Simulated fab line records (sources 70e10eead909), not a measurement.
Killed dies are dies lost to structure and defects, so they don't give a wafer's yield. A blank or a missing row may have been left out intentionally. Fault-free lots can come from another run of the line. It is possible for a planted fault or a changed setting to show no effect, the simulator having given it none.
fab line records	flow nandHarc
[record] lots = 6	wafers = 18	lastDay = 33
route steps=1302 shown A_SGD_CUT@912 A_SLIT@922 A_SIN_REMOVE@947 A_WL_FILL@952 END@1302
lots that met no fault: from a run of the same line without faults
startH: start of the lot's first displayed wafer, in hours after the record's first day	waitH: hours since the lot's step before	" the same as in the row above	L1.1+2: several wafers, shown together as one row	- no value, or no start given	* or withheld: withheld	< > ~ a bound
route shown NAME@n: NAME is a module with steps in the file, n the number in the route of the first one	usual: average and standard deviation across the fault-free wafers	same: alike in all rows	chamber/n: place in a boat	sites: each site's reading	_std_site: the values' standard deviation	_edge_site: outer sites' mean less inner sites'	radiusMm: for every site, how far away it sits from the centre of the wafer	mask NAME#n: copy n	behind: the last tool/chamber to shape the wafer	hold: what put the lot on hold/how long, in hours/how the hold closed	device: transistor that didn't switch, given as n, p or np	end of line: the same wafers' tests at the end of the route	a step given without rows: its recipe and nothing more	killed: dies lost to structure and defects at the first sort, not the wafer's yield	map: the dies of a wafer, with x for killed, . for not killed, _ for no die there
set.NAME: the run value of the setting; set.NAME@STEP: its run value at that earlier step	model.NAME: the simulator's own value behind a step, which no gauge read
certain route steps with their lots: each step a table, each wafer a row
services: a tool's chamber out of use, with start hour (startH, from the record's first day; less than 0 if before it), hours out, and reason
[[steps]]
[step NHARC_A_SGD_CUT_SRD_19]
[step NHARC_A_SGD_CUT_DEP_20]
[recipe] targetThkA = 1500	tempC = 65	material = SiO2
[step NHARC_A_SGD_CUT_ANNEAL_27]
[recipe] tempC = 450	timeS = 1800
[step NHARC_A_SGD_CUT_CMP_21]
[recipe] targetThkNm = 148.19
[step NHARC_A_SGD_CUT_THK_MEAS_22]
[recipe] thkMeasGauge = ellipsometry
[usual] thkNm = 148.3/1.6
lot.wafer	tool	chamber	startH	waitH	thkNm
L253.1	filmMetro-01	-	460.16	0.2	149.9
L253.2	"	-	"	"	149.4
L253.5	"	-	"	"	150.4
L254.3	filmMetro-02	-	467.56	0.2	144.4
L254.4	"	-	"	"	146.0
L254.6	"	-	"	"	146.6
L265.2	filmMetro-01	-	558.39	0.2	146.6
L265.3	"	-	"	"	149.4
L265.6	"	-	"	"	150.2
L264.3	filmMetro-02	-	558.41	0.2	150.1
L264.4	"	-	"	"	148.4
L264.5	"	-	"	"	150.5
L268.2	filmMetro-01	-	606.78	0.2	148.0
L268.4	"	-	"	"	144.5
L268.6	"	-	"	"	148.0
L275.1	filmMetro-02	-	666.00	0.2	146.0
L275.2	"	-	"	"	146.4
L275.6	"	-	"	"	148.6
[step NHARC_A_SGD_CUT_SRD_23]
[step NHARC_A_SGD_CUT_ETCH_26]
[recipe] targetDepthA = 458	chemistry = dHF	material = SiO2
[step NHARC_A_SGD_CUT_ETCHBACK_24]
[recipe] targetDepthA = 500	overEtchFrac = 0.3	timeS = 92.857	ionEnergyEv = 120	ch3fFlowSccm = 50	o2FlowSccm = 30	arFlowSccm = 200	rfW = 500	biasW = 100	chemistry = CH3F/O2
[usual] chamberPressureMTorr = 25.001/0.026	drypumpMotorCurrentA = 5.7/0.53	oesProductAu = 0.97/0.036	rfVppV = 243.8/1.8	showerheadPlenumPTorr = 2.43/0.1	throttleValvePct = 20.665/0.0091
lot.wafer	tool	chamber	startH	waitH	chamberPressureMTorr	drypumpMotorCurrentA	oesProductAu	rfHoursCounterH	rfVppV	showerheadPlenumPTorr	throttleValvePct
L253.1	rieDiel-11	0	460.41	0.2	25.056	6.6	0.93	3	244.0	2.36	20.686
L253.2	"	1	"	"	25.010	5.8	0.91	3	241.1	2.30	20.662
L253.5	"	1	"	"	25.029	5.8	0.92	-	241.7	2.30	20.666
L254.4	rieDiel-12	3	467.81	0.2	25.004	6.0	0.92	1	243.9	2.47	20.675
L254.3	"	0	"	"	25.012	5.0	0.91	1	242.4	2.39	20.674
L254.6	"	1	"	"	25.011	5.9	0.93	-	244.5	2.52	20.658
L265.3	rieDiel-12	0	558.61	0.1	24.992	5.0	1.01	5	242.7	2.39	20.661
L265.2	"	2	"	"	25.137	4.8	0.98	5	243.4	2.44	20.666
L265.6	"	1	"	"	25.005	5.8	1.01	-	245.0	2.52	20.674
L264.4	rieDiel-04	1	558.65	0.2	25.031	5.8	1.01	1	244.7	2.63	20.662
L264.3	"	3	"	"	25.012	6.1	1.01	1	241.0	2.33	20.651
L264.5	"	0	"	"	24.982	4.9	0.99	-	243.7	2.38	20.671
L268.2	rieDiel-04	2	607.02	0.2	25.027	6.0	0.99	5	242.7	2.34	20.660
L268.4	"	3	"	"	24.996	6.1	1.00	4	244.2	2.33	20.686
L268.6	"	1	"	"	24.999	5.7	1.01	-	246.8	2.63	20.670
L275.2	rieDiel-12	1	666.24	0.2	25.001	5.8	1.02	2	246.6	2.52	20.661
L275.1	"	3	"	"	24.959	6.0	1.00	2	245.4	2.47	20.663
L275.6	"	1	"	"	25.056	5.8	1.01	-	244.5	2.52	20.664
[step NHARC_A_SGD_CUT_STRIP_28]
[recipe] timeS = 20	o2FlowSccm = 500	arFlowSccm = 0	biasW = 0	chemistry = O2
[step NHARC_A_SGD_CUT_INSPECT_25]
[usual] rawDefectCount = 381/87
lot.wafer	tool	chamber	startH	waitH	rawDefectCount
L253.1	defectInspect-01	-	460.66	-	425
L253.2	"	-	"	"	371
L253.5	"	-	"	"	583
L254.3	defectInspect-01	-	468.03	-	370
L254.4	"	-	"	"	385
L254.6	"	-	"	"	395
L265.2	defectInspect-01	-	558.85	-	651
L265.3	"	-	"	"	446
L265.6	"	-	"	"	510
L264.3	defectInspect-02	-	558.87	-	241
L264.4	"	-	"	"	344
L264.5	"	-	"	"	304
L268.2	defectInspect-02	-	607.25	-	382
L268.4	"	-	"	"	556
L268.6	"	-	"	"	361
L275.1	defectInspect-02	-	666.50	-	268
L275.2	"	-	"	"	322
L275.6	"	-	"	"	400
[step NHARC_A_SLIT_DEP_25]
[recipe] targetThkA = 2000	tempC = 400	pressureTorr = 6.5	rfW = 900	teosFlowSccm = 161.4	flowSccm = 2650	targetThkNm = 200	gas = O2	material = SiO2
[usual] heaterPowerW = 566/100	throttleValvePct = 15.9/0.46
lot.wafer	tool	chamber	startH	waitH	heaterPowerW	throttleValvePct
L253.1	pecvd-03	2	460.73	0.1	628	15.7
L253.2	"	1	"	"	547	16.7
L253.5	"	0	"	"	580	15.9
L254.3	pecvd-04	1	468.13	0.1	392	15.4
L254.4	"	0	"	"	488	15.7
L254.6	"	2	"	"	613	16.4
L265.3	pecvd-01	2	558.96	0.1	441	16.1
L265.2	"	0	"	"	664	14.9
L265.6	"	1	"	"	524	15.7
L264.3	pecvd-01	0	559.23	0.4	632	14.7
L264.5	"	1	"	"	528	15.5
L264.4	"	2	"	"	515	16.0
L268.2	pecvd-01	0	607.35	0.1	642	15.0
L268.4	"	0	"	"	656	14.9
L268.6	"	1	"	"	482	15.7
L275.1	pecvd-04	0	666.60	0.1	447	16.3
L275.2	"	1	"	"	353	14.9
L275.6	"	2	"	"	760	16.1
[step NHARC_A_SLIT_DEP_00]
[recipe] targetThkA = 62000	tempC = 400	material = aC
[step NHARC_A_SLIT_DEP_23]
[recipe] targetThkA = 1000	targetThkNm = 100	tempC = 400	pressureTorr = 3.5	flowSccm = 200	rfW = 350	material = SiON
[usual] heaterPowerW = 752/100
lot.wafer	tool	chamber	startH	waitH	heaterPowerW
L253.1	pecvd-03	1	465.20	3.2	704
L253.2	"	0	"	"	755
L253.5	"	0	"	"	758
L254.3	pecvd-04	1	472.21	1.9	574
L254.4	"	0	"	"	705
L254.6	"	1	"	"	576
L265.2	pecvd-04	0	565.53	2.6	694
L265.3	"	1	"	"	525
L265.6	"	1	"	"	545
L264.3	pecvd-04	0	566.78	2.0	674
L264.4	"	2	"	"	872
L264.5	"	0	"	"	671
L268.2	pecvd-03	0	611.45	2.6	811
L268.6	"	1	"	"	768
L268.4	"	2	"	"	749
L275.2	pecvd-01	2	672.18	2.5	692
L275.1	"	1	"	"	756
L275.6	"	0	"	"	844
[step NHARC_A_SLIT_DEHYDRATE_01]
[recipe] tempC = 150	timeS = 120
[step NHARC_A_SLIT_HMDS_02]
[recipe] timeS = 30
[step NHARC_A_SLIT_COAT_03]
[recipe] spinRpm = 1500	resistThkNm = 90
[step NHARC_A_SLIT_SOFTBAKE_04]
[recipe] tempC = 105	timeS = 55
[step NHARC_A_SLIT_EBR_05]
[step NHARC_A_SLIT_EXPOSE_06]
[recipe] na = 1.35	doseMj = 60.82	maskId = SLIT
[step NHARC_A_SLIT_PEB_07]
[recipe] pebTempC = 100	pebTimeS = 65
[step NHARC_A_SLIT_DEVELOP_08]
[recipe] developTimeS = 35	devTempC = 23
[step NHARC_A_SLIT_CD_MEAS_09]
[recipe] targetCdNm = 300	landingEnergyEv = 500
[usual] cdNm = 300.3/0.55
lot.wafer	tool	chamber	startH	waitH	cdNm
L253.1	cdSem-03	0	465.97	-	299.9
L253.2	"	0	"	"	300.4
L253.5	"	0	"	"	300.8
L254.3	cdSem-01	0	472.87	-	300.8
L254.4	"	0	"	"	301.1
L254.6	"	0	"	"	300.4
L265.2	cdSem-02	0	566.19	-	299.9
L265.3	"	0	"	"	300.5
L265.6	"	0	"	"	299.7
L264.3	cdSem-03	0	567.41	-	299.4
L264.4	"	0	"	"	299.8
L264.5	"	0	"	"	300.5
L268.2	cdSem-02	0	612.07	-	300.2
L268.4	"	0	"	"	299.8
L268.6	"	0	"	"	300.7
L275.1	cdSem-01	0	672.73	-	299.9
L275.2	"	0	"	"	299.6
L275.6	"	0	"	"	299.9
[step NHARC_A_SLIT_OVL_MEAS_10]
[usual] overlayXNm = 0.2/0.99	overlayYNm = 0.0/0.79
lot.wafer	tool	chamber	startH	waitH	overlayXNm	overlayYNm
L253.1	overlay-01	-	466.05	-	-0.4	-0.6
L253.2	"	-	"	"	-0.5	-1.2
L253.5	"	-	"	"	-1.0	-0.4
L254.3	overlay-02	-	472.95	-	1.5	-0.3
L254.4	"	-	"	"	0.9	-0.6
L254.6	"	-	"	"	1.2	-1.5
L265.2	overlay-02	-	566.28	-	1.5	1.4
L265.3	"	-	"	"	2.2	1.4
L265.6	"	-	"	"	1.4	1.9
L264.3	overlay-01	-	567.49	-	0.1	0.0
L264.4	"	-	"	"	-0.3	0.1
L264.5	"	-	"	"	-0.1	0.0
L268.2	overlay-02	-	612.15	-	0.8	0.5
L268.4	"	-	"	"	0.6	0.2
L268.6	"	-	"	"	0.7	1.0
L275.1	overlay-02	-	672.82	-	1.9	1.1
L275.2	"	-	"	"	1.6	1.0
L275.6	"	-	"	"	1.2	0.8
[step NHARC_A_SLIT_INSPECT_11]
[usual] rawDefectCount = 54/28
lot.wafer	tool	chamber	startH	waitH	rawDefectCount
L253.1	defectInspect-01	-	466.09	0.0	64
L253.2	"	-	"	"	61
L253.5	"	-	"	"	56
L254.3	defectInspect-01	-	472.99	0.0	64
L254.4	"	-	"	"	70
L254.6	"	-	"	"	76
L265.2	defectInspect-01	-	566.32	0.0	80
L265.3	"	-	"	"	68
L265.6	"	-	"	"	78
L264.3	defectInspect-02	-	567.53	0.0	17
L264.4	"	-	"	"	17
L264.5	"	-	"	"	17
L268.2	defectInspect-01	-	612.19	0.0	54
L268.4	"	-	"	"	72
L268.6	"	-	"	"	69
L275.1	defectInspect-02	-	672.86	0.0	36
L275.2	"	-	"	"	50
L275.6	"	-	"	"	36
[step NHARC_A_SLIT_DESCUM_14]
[recipe] timeS = 3	o2FlowSccm = 200	arFlowSccm = 0	biasPowerW = 0	chemistry = O2
[step NHARC_A_SLIT_ETCH_24]
[recipe] targetDepthA = 1210	timeS = 60.5	cf4FlowSccm = 100	chf3FlowSccm = 30	arFlowSccm = 0	rfW = 500	biasW = 200	chemistry = CF4/CHF3
[usual] chamberPressureMTorr = 24.999/0.024	drypumpMotorCurrentA = 6.0/0.45	oesProductAu = 0.959/0.018	rfVppV = 370.1/2.2	showerheadPlenumPTorr = 1.56/0.063	throttleValvePct = 16.802/0.01
lot.wafer	tool	chamber	startH	waitH	chamberPressureMTorr	drypumpMotorCurrentA	oesProductAu	rfHoursCounterH	rfVppV	showerheadPlenumPTorr	throttleValvePct
L253.1	rieDiel-13	2	466.24	0.1	25.021	5.9	0.992	9	367.7	1.53	16.803
L253.2	"	3	"	"	24.989	5.7	0.953	8	369.3	1.56	16.787
L253.5	"	2	"	"	25.020	5.9	0.975	-	369.3	1.53	16.791
L254.4	rieDiel-08	0	473.13	0.1	24.968	6.1	0.991	5	374.5	1.65	16.801
L254.3	"	3	"	"	25.025	5.6	0.962	6	368.2	1.49	16.796
L254.6	"	0	"	"	24.997	6.1	0.982	-	372.2	1.65	16.797
L265.3	rieDiel-13	0	566.46	0.1	24.977	6.5	0.947	2	372.7	1.63	16.808
L265.2	"	2	"	"	24.991	5.9	0.991	2	367.9	1.53	16.791
L265.6	"	1	"	"	25.000	6.0	0.968	-	373.4	1.67	16.809
L264.4	rieDiel-08	3	567.67	0.1	25.005	5.6	0.950	0	366.8	1.49	16.800
L264.3	"	0	"	"	24.984	6.1	0.974	0	372.6	1.65	16.811
L264.5	"	0	"	"	25.008	6.1	0.976	-	373.5	1.65	16.792
L268.4	rieDiel-08	2	612.34	0.1	25.041	5.2	0.951	3	370.6	1.58	16.802
L268.2	"	3	"	"	24.966	5.6	0.934	4	368.3	1.49	16.782
L268.6	"	3	"	"	25.004	5.7	0.937	-	367.5	1.49	16.811
L275.2	rieDiel-08	3	673.00	0.1	24.994	5.6	0.960	9	366.6	1.49	16.781
L275.1	"	2	"	"	25.008	5.2	0.973	8	368.1	1.58	16.799
L275.6	"	3	"	"	25.001	5.6	0.954	-	367.7	1.49	16.799
[step NHARC_A_SLIT_ETCH_15]
[recipe] targetDepthA = 62000	overEtchFrac = 0.3	timeS = 1612	ionEnergyEv = 150	o2FlowSccm = 400	cosFlowSccm = 20	arFlowSccm = 0	rfW = 500	biasW = 300	chemistry = O2/COS
[usual] chamberPressureMTorr = 19.998/0.021	drypumpMotorCurrentA = 6.0/0.46	oesProductAu = 0.994/0.012	rfVppV = 313.7/1.8	showerheadPlenumPTorr = 3.09/0.12	throttleValvePct = 28.331/0.0095
lot.wafer	tool	chamber	startH	waitH	chamberPressureMTorr	drypumpMotorCurrentA	oesProductAu	rfHoursCounterH	rfVppV	showerheadPlenumPTorr	throttleValvePct
L253.1	rieDiel-13	0	-	-	20.011	6.5	0.988	7	315.6	3.24	28.340
L253.2	"	2	"	"	20.036	5.9	1.011	10	313.0	3.03	28.322
L253.5	"	1	"	"	20.002	6.0	1.002	-	317.4	3.31	28.326
L254.4	rieDiel-08	1	-	-	19.985	5.7	0.996	4	313.4	3.02	28.339
L254.3	"	2	"	"	19.975	5.2	0.994	7	315.0	3.13	28.313
L254.6	"	1	"	"	20.003	5.7	0.996	-	312.3	3.02	28.341
L265.2	rieDiel-13	1	-	-	19.988	6.0	1.005	2	317.3	3.30	28.323
L265.3	"	0	"	"	20.017	6.5	0.986	2	315.5	3.24	28.328
L265.6	"	2	"	"	19.973	5.9	1.014	-	312.7	3.03	28.316
L264.3	rieDiel-08	0	-	-	19.976	6.1	1.000	1	315.9	3.28	28.345
L264.4	"	1	"	"	19.987	5.8	0.993	1	314.3	3.02	28.338
L264.5	"	2	"	"	19.985	5.2	0.998	-	313.3	3.13	28.317
L268.4	rieDiel-08	1	-	-	19.998	5.7	0.990	3	312.1	3.01	28.327
L268.2	"	2	"	"	20.008	5.2	1.004	3	314.5	3.13	28.334
L268.6	"	0	"	"	20.014	6.0	1.013	-	317.5	3.27	28.331
L275.1	rieDiel-08	2	-	-	19.978	5.2	0.997	8	316.1	3.13	28.329
L275.2	"	3	"	"	20.024	5.7	0.993	9	311.4	2.95	28.345
L275.6	"	3	"	"	20.006	5.7	0.989	-	311.6	2.95	28.341
[step NHARC_A_SLIT_ETCH_17]
[recipe] biasV = 900	sourceW = withheld	pressureMtorr = 20	arFlowSccm = 375	c4f8FlowSccm = 83.3	o2FlowSccm = 41.7	timeS = 4254.5	targetDepthA = 2.03e+05	chemistry = C4F8/O2/Ar
[step NHARC_A_SLIT_ETCH_26]
[recipe] biasV = 400	sourceW = 2000	pressureMtorr = 25	timeS = 90	arFlowSccm = 375	c4f8FlowSccm = 41.7	o2FlowSccm = 83.3	targetDepthA = 4000	chemistry = C4F8/O2/Ar
[step NHARC_A_SLIT_STRIP_28]
[recipe] o2FlowSccm = 400	cosFlowSccm = 20	arFlowSccm = 0	biasW = 0	chemistry = O2/COS
[step NHARC_A_SLIT_ETCH_29]
[recipe] targetDepthA = 1000	overetchA = 100	timeS = 55	ionEnergyEv = 100	cf4FlowSccm = 80	o2FlowSccm = 20	arFlowSccm = 0	rfW = 300	biasW = 100	chemistry = CF4/O2
[step NHARC_A_SLIT_STRIP_18]
[recipe] o2FlowSccm = 500	arFlowSccm = 0	biasW = 0	chemistry = O2
[usual] chamberPressureMTorr = 60.00/0.058	drypumpMotorCurrentA = 6.0/0.47	oesProductAu = 0.995/0.012	rfVppV = 57.6/0.95	showerheadPlenumPTorr = 3.49/0.13	throttleValvePct = 17.035/0.0089
lot.wafer	tool	chamber	startH	waitH	chamberPressureMTorr	drypumpMotorCurrentA	oesProductAu	rfHoursCounterH	rfVppV	showerheadPlenumPTorr	throttleValvePct
L253.1	rieDiel-06	0	-	-	60.10	6.5	0.981	8	57.1	3.34	17.036
L253.2	"	3	"	"	59.98	6.7	0.991	9	57.7	3.54	17.034
L253.5	"	3	"	"	59.88	6.6	1.006	-	58.8	3.54	17.038
L254.4	rieDiel-08	0	-	-	60.00	6.1	0.998	6	59.3	3.70	17.043
L254.3	"	2	"	"	59.94	5.2	1.006	7	57.7	3.54	17.033
L254.6	"	1	"	"	60.08	5.7	0.982	-	56.4	3.41	17.029
L265.3	rieDiel-13	1	-	-	59.99	6.0	1.013	3	58.4	3.73	17.038
L265.2	"	2	"	"	59.92	5.9	1.003	3	59.6	3.43	17.040
L265.6	"	2	"	"	59.95	5.9	1.005	-	57.5	3.43	17.026
L264.4	rieDiel-06	3	-	-	60.03	6.6	0.990	4	58.3	3.54	17.034
L264.3	"	1	"	"	60.03	5.5	0.998	5	56.8	3.32	17.030
L264.5	"	0	"	"	59.89	6.5	0.987	-	57.0	3.33	17.030
L268.4	rieDiel-06	3	-	-	60.04	6.6	0.987	7	58.3	3.54	17.045
L268.2	"	2	"	"	59.96	6.7	0.990	7	56.3	3.42	17.036
L268.6	"	3	"	"	59.94	6.6	0.982	-	57.5	3.54	17.038
L275.2	rieDiel-06	3	-	-	59.83	6.7	1.002	0	58.2	3.54	17.032
L275.1	"	0	"	"	60.06	6.4	1.013	0	58.3	3.33	17.046
L275.6	"	3	"	"	59.98	6.7	1.000	-	57.9	3.54	17.042
[step NHARC_A_SLIT_PRECLEAN_19]
[recipe] timeS = *	tempC = 50	bathAgeMin = 0	chemistry = SC1
[step NHARC_A_SLIT_SRD_20]
[step NHARC_A_SLIT_CD_MEAS_21]
[usual] cdNm = 289.2/1.3
lot.wafer	tool	chamber	startH	waitH	cdNm
L253.1	cdSem-02	-	472.97	-	289.5
L253.2	"	-	"	"	291.5
L253.5	"	-	"	"	290.6
L254.3	cdSem-02	-	479.34	-	291.0
L254.4	"	-	"	"	288.2
L254.6	"	-	"	"	288.0
L265.2	cdSem-02	-	572.72	-	288.6
L265.3	"	-	"	"	289.3
L265.6	"	-	"	"	287.7
L264.3	cdSem-03	-	573.88	-	290.1
L264.4	"	-	"	"	290.2
L264.5	"	-	"	"	289.6
L268.2	cdSem-02	-	618.60	-	290.0
L268.4	"	-	"	"	288.6
L268.6	"	-	"	"	289.2
L275.1	cdSem-02	-	679.21	-	291.1
L275.2	"	-	"	"	292.6
L275.6	"	-	"	"	292.1
[step NHARC_A_SIN_REMOVE_WET_00]
[recipe] tempC = 160	timeS = 15300	chemistry = H3PO4
[step NHARC_A_SIN_REMOVE_PRECLEAN_01]
[recipe] timeS = *	tempC = 50	bathAgeMin = 0	chemistry = SC1
[step NHARC_A_SIN_REMOVE_SRD_02]
[step NHARC_A_SIN_REMOVE_INSPECT_04]
[usual] rawDefectCount = 387/93
lot.wafer	tool	chamber	startH	waitH	rawDefectCount
L253.1	defectInspect-02	-	479.67	0.0	404
L253.2	"	-	"	"	377
L253.5	"	-	"	"	578
L254.3	defectInspect-01	-	485.98	0.0	367
L254.4	"	-	"	"	375
L254.6	"	-	"	"	353
L265.3	defectInspect-01	-	579.36	0.0	497
L265.6	"	-	"	"	563
L264.3	defectInspect-01	-	579.36	0.0	239
L264.5	"	-	"	"	267
L268.2	defectInspect-01	-	625.26	0.0	414
L268.4	"	-	"	"	594
L268.6	"	-	"	"	416
L275.1	defectInspect-01	-	685.10	0.0	259
L275.2	"	-	"	"	295
L275.6	"	-	"	"	406
[step NHARC_A_WL_FILL_ALD_00]
[recipe] targetThkA = 30	pulseTimeS = 3	aldCycles = 30	tempC = 300	material = Al2O3
[step NHARC_A_WL_FILL_RTA_01]
[recipe] tempC = 1000	timeS = 5
[step NHARC_END_SORT_01]
[recipe] tempC = 25
[usual] killedAtArray = 58/22	killedAtOther = 1.0/1.3	killedAtPeriphery = 5/3.4	killedDies = 64/22	killedOpen = 3.6/1.8	killedShort = 2.4/1.7
[same] grossDies = 677
lot.wafer	tool	chamber	startH	waitH	killedAtArray	killedAtOther	killedAtPeriphery	killedDies	killedOpen	killedShort
L254.3	prober-01	0	583.07	3.1	51	1	2	54	5	1
L254.4	prober-01	0	583.87	3.4	50	0	3	53	1	0
L254.6	prober-01	0	585.46	4.0	52	1	3	56	2	3
L265.2	prober-02	0	678.23	2.8	675	1	1	677	4	0
L264.4	prober-01	0	679.74	3.3	672	0	5	677	6	5
// killed by level:class
L254.3 A_CHANNEL_HOLE_D1:chamberFilmFlake=30 A_CHANNEL_HOLE_D2:chamberFilmFlake=7 A_CONTACT:chamberFilmFlake=3 A_ONON_D2:geometricParticle:open=2 A_ZERO_WELL:chamberFilmFlake=2 A_WL_FILL:chamberFilmFlake=2 P_M0:geometricParticle:short=1 A_CHANNEL_HOLE_D2:geometricParticle:open=1
L254.4 A_CHANNEL_HOLE_D1:chamberFilmFlake=30 A_CHANNEL_HOLE_D2:chamberFilmFlake=10 A_STAIRCASE:chamberFilmFlake=3 A_CONTACT:chamberFilmFlake=3 A_ZERO_WELL:chamberFilmFlake=2 A_SGD_CUT:chamberFilmFlake=2 P_GATE:geometricParticle:open=1 P_GATE:chamberFilmFlake=1
L254.6 A_CHANNEL_HOLE_D1:chamberFilmFlake=28 A_CHANNEL_HOLE_D2:chamberFilmFlake=8 A_CONTACT:chamberFilmFlake=6 A_STAIRCASE:chamberFilmFlake=3 P_GATE:geometricParticle:short=2 A_WL_FILL:chamberFilmFlake=2 A_ONON_D2:geometricParticle:open=1 A_WL_FILL:geometricParticle:open=1
L265.2 A_SLIT:areaDep=578 A_CHANNEL_HOLE_D1:chamberFilmFlake=34 A_SLIT:chamberFilmFlake=30 A_CHANNEL_HOLE_D2:chamberFilmFlake=21 A_DECK1_JOINT:chamberFilmFlake=2 A_M0:chamberFilmFlake=2 A_M1:chamberFilmFlake=2 P_CONTACT:geometricParticle:open=1
L264.4 A_SLIT:areaDep=648 A_CHANNEL_HOLE_D1:chamberFilmFlake=5 A_CONTACT:chamberFilmFlake=4 A_STAIRCASE:chamberFilmFlake=2 A_SLIT:chamberFilmFlake=2 A_M0:chamberFilmFlake=2 P_GATE:geometricParticle:short=1 P_GATE:geometricParticle:open=1
// map L264.4 (x killed, . not)
____________x____________
_________xxxxxxx_________
_______xxxxxxxxxxx_______
______xxxxxxxxxxxxx______
_____xxxxxxxxxxxxxxx_____
____xxxxxxxxxxxxxxxxx____
____xxxxxxxxxxxxxxxxx____
___xxxxxxxxxxxxxxxxxxx___
___xxxxxxxxxxxxxxxxxxx___
__xxxxxxxxxxxxxxxxxxxxx__
__xxxxxxxxxxxxxxxxxxxxx__
_xxxxxxxxxxxxxxxxxxxxxxx_
_xxxxxxxxxxxxxxxxxxxxxxx_
_xxxxxxxxxxxxxxxxxxxxxxx_
_xxxxxxxxxxxxxxxxxxxxxxx_
_xxxxxxxxxxxxxxxxxxxxxxx_
xxxxxxxxxxxxxxxxxxxxxxxxx
xxxxxxxxxxxxxxxxxxxxxxxxx
xxxxxxxxxxxxxxxxxxxxxxxxx
xxxxxxxxxxxxxxxxxxxxxxxxx
xxxxxxxxxxxxxxxxxxxxxxxxx
_xxxxxxxxxxxxxxxxxxxxxxx_
_xxxxxxxxxxxxxxxxxxxxxxx_
_xxxxxxxxxxxxxxxxxxxxxxx_
_xxxxxxxxxxxxxxxxxxxxxxx_
_xxxxxxxxxxxxxxxxxxxxxxx_
__xxxxxxxxxxxxxxxxxxxxx__
__xxxxxxxxxxxxxxxxxxxxx__
___xxxxxxxxxxxxxxxxxxx___
___xxxxxxxxxxxxxxxxxxx___
____xxxxxxxxxxxxxxxxx____
____xxxxxxxxxxxxxxxxx____
_____xxxxxxxxxxxxxxx_____
______xxxxxxxxxxxxx______
_______xxxxxxxxxxx_______
_________xxxxxxx_________
____________x____________
// map L265.2 (x killed, . not)
____________x____________
_________xxxxxxx_________
_______xxxxxxxxxxx_______
______xxxxxxxxxxxxx______
_____xxxxxxxxxxxxxxx_____
____xxxxxxxxxxxxxxxxx____
____xxxxxxxxxxxxxxxxx____
___xxxxxxxxxxxxxxxxxxx___
___xxxxxxxxxxxxxxxxxxx___
__xxxxxxxxxxxxxxxxxxxxx__
__xxxxxxxxxxxxxxxxxxxxx__
_xxxxxxxxxxxxxxxxxxxxxxx_
_xxxxxxxxxxxxxxxxxxxxxxx_
_xxxxxxxxxxxxxxxxxxxxxxx_
_xxxxxxxxxxxxxxxxxxxxxxx_
_xxxxxxxxxxxxxxxxxxxxxxx_
xxxxxxxxxxxxxxxxxxxxxxxxx
xxxxxxxxxxxxxxxxxxxxxxxxx
xxxxxxxxxxxxxxxxxxxxxxxxx
xxxxxxxxxxxxxxxxxxxxxxxxx
xxxxxxxxxxxxxxxxxxxxxxxxx
_xxxxxxxxxxxxxxxxxxxxxxx_
_xxxxxxxxxxxxxxxxxxxxxxx_
_xxxxxxxxxxxxxxxxxxxxxxx_
_xxxxxxxxxxxxxxxxxxxxxxx_
_xxxxxxxxxxxxxxxxxxxxxxx_
__xxxxxxxxxxxxxxxxxxxxx__
__xxxxxxxxxxxxxxxxxxxxx__
___xxxxxxxxxxxxxxxxxxx___
___xxxxxxxxxxxxxxxxxxx___
____xxxxxxxxxxxxxxxxx____
____xxxxxxxxxxxxxxxxx____
_____xxxxxxxxxxxxxxx_____
______xxxxxxxxxxxxx______
_______xxxxxxxxxxx_______
_________xxxxxxx_________
____________x____________
[[services]]
tool	chamber	startH	hours	kind
pecvd-04	0	442.72	15.3	repair
rieDiel-13	1	445.13	20.7	repair
rieDiel-12	-	445.40	9.0	pm
pecvd-04	-	450.66	13.0	pm
pecvd-03	2	463.40	7.1	repair
rieDiel-06	1	467.64	21.6	repair
rieDiel-06	-	484.20	9.0	pm
pecvd-01	-	492.94	13.0	pm
pecvd-03	2	496.17	17.6	repair
rieDiel-13	2	505.23	4.4	repair
pecvd-01	2	515.13	5.5	repair
rieDiel-13	-	519.04	9.0	pm
rieDiel-08	-	544.80	9.0	pm
rieDiel-06	0	551.68	6.0	repair
pecvd-01	-	567.99	1.5	repair
pecvd-04	0	579.85	11.2	repair
pecvd-01	-	616.53	1.6	repair
rieDiel-06	0	618.96	2.4	repair
pecvd-04	1	626.82	13.3	repair
pecvd-04	-	632.25	13.0	pm
pecvd-01	0	652.78	12.5	repair
rieDiel-06	-	661.20	9.0	pm
pecvd-01	-	673.94	13.0	pm
rieDiel-08	2	678.45	2.4	repair
[[key]]
[firstSign] step = NHARC_END_SORT_01	reading = killedAtArray	direction = up	sigmas = 28	usual = 58	struck = 674
[effect] step = NHARC_END_SORT_01	reading = killedDies	direction = up	sigmas = 28	usual = 64	struck = 677
[moreKillsBornAt] NHARC_A_SLIT_DEP_23@pecvd-04 = 1226
metAt NHARC_A_SLIT_DEP_23
struckWafers L264.4,L265.2
laterRowsLeftOut L264.4,L265.2
testerLeftOut L264,L265
onsetBetween 472.21 565.53
[fault] kind = processParameterDrift	tool = pecvd-04	chamber = -	onsetH = 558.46	steps = NHARC_A_SLIT_DEP_23	channel = targetThkNm	offset = 36.937	shape = step	endH = 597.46	scope = struckWafersOnly	actsIn = theseRecipesOnly	stated = 100
// testerLeftOut: of these lots the tester's yield and bins aren't shown, on N5 and GAA mostly nor the transistor test; their killed dies are dies lost to structure and defects alone, not to doping, threshold or leakage, so they don't give the yield
// laterRowsLeftOut: the simulator's readings of these wafers behind a module that went badly wrong aren't trusted and aren't shown, but for the sort
